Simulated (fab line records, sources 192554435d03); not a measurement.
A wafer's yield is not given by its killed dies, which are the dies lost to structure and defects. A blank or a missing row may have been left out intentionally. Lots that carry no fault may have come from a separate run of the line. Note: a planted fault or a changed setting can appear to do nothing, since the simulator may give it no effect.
Struck lot and sound lot, side by side + flow n5-finfet + 14 steps out of a route of 1938
Sound: wafers L810.4, L810.5, L810.6. Wafers struck: L822.1, L822.5, L822.6. The cause is given at the end.
For every step that has rows: the tool of each side, followed by ch and its chambers, followed by its first start. Under that, the readings that differ: sound wafers + struck wafers + difference of the means + sigmas: that difference in standard deviations of wafers without a fault.
alike: a reading whose means differ by less than 2 such deviations, as well as words and numbers matching on both sides. not compared: withheld readings; readings where some wafer has no value; bounds like >300 that might hide an equal value; numbers whose values overlap and for which the record gives no deviation.
A row with sigmas, a row that says differs or no value, or rows on one side alone: a step with any of these is where the two part. Non-overlapping numbers with no deviation appear without sigmas and do not part them. Lack of a reading on every wafer of one side parts them only where that side has two or more wafers.

first, 2 steps without rows for these wafers: N5_DUMMY_GATE_SRD_26 (time 30 s); N5_DUMMY_GATE_UV_OZONE_45 (time 120 s).
N5_DUMMY_GATE_INSPECT_27: inspects for defects (brightfield).
  struck on defect-inspect-02, day 5 23:09; sound on defect-inspect-01, day 3 00:06
  alike: raw-defect-count
N5_SPACER0_ALD_07: deposits SiNx, target thk 2 nm.
  sound on ald-sin-03 ch 1,2, day 3 00:08; struck on ald-sin-04 ch 1,2,3, day 5 23:11
  alike: heater-power-w
N5_SPACER0_ALD_00: deposits SiOCN, target thk 3.5 nm, pulse time 3 s, purge time 2 s.
  sound on ald-sin-03 ch 1,2, day 3 00:17; struck on ald-sin-04 ch 1,2,3, day 5 23:20
  alike: heater-power-w, precursor-pulse-height-rel
N5_SPACER0_ALD_08: deposits SiNx, target thk 2 nm.
  sound on ald-sin-03 ch 1,2, day 3 00:33; struck on ald-sin-04 ch 1,2,3, day 5 23:36
  alike: heater-power-w
N5_SPACER0_INSPECT_04: inspects for defects (darkfield).
  struck on defect-inspect-02, day 5 23:45; sound on defect-inspect-02, day 3 00:43
  alike: raw-defect-count
then, 5 steps without rows for these wafers: N5_SD_EPI_N_COAT_32 (time 60 s, resist thk 350 nm); N5_SD_EPI_N_COAT_33 (time 60 s, resist thk 35 nm); N5_SD_EPI_N_COAT_03 (resist thk 150 nm); N5_SD_EPI_N_EBR_05; N5_SD_EPI_N_SOFTBAKE_04 (time 60 s).
N5_SD_EPI_N_EXPOSE_06: exposes mask SD N BLK, target cd 120 nm.
  sound on arfi-scanner-01 ch 0, day 3 01:00; struck on arfi-scanner-01, day 6 00:02
  no value came back on the struck wafers for exposure-dose-mJ-cm2, focus-offset-nm (nm), reticle-temp-C (C); on the sound wafers exposure-dose-mJ-cm2 reads 39.76 39.73 39.80
  alike: mask
then, 1 step without rows for these wafers: N5_SD_EPI_N_PEB_07 (peb time 60 s).

WHERE THEY PART
At N5_SD_EPI_N_EXPOSE_06 and nowhere else, as far as this record goes.

WHY: what had been put in by the simulator
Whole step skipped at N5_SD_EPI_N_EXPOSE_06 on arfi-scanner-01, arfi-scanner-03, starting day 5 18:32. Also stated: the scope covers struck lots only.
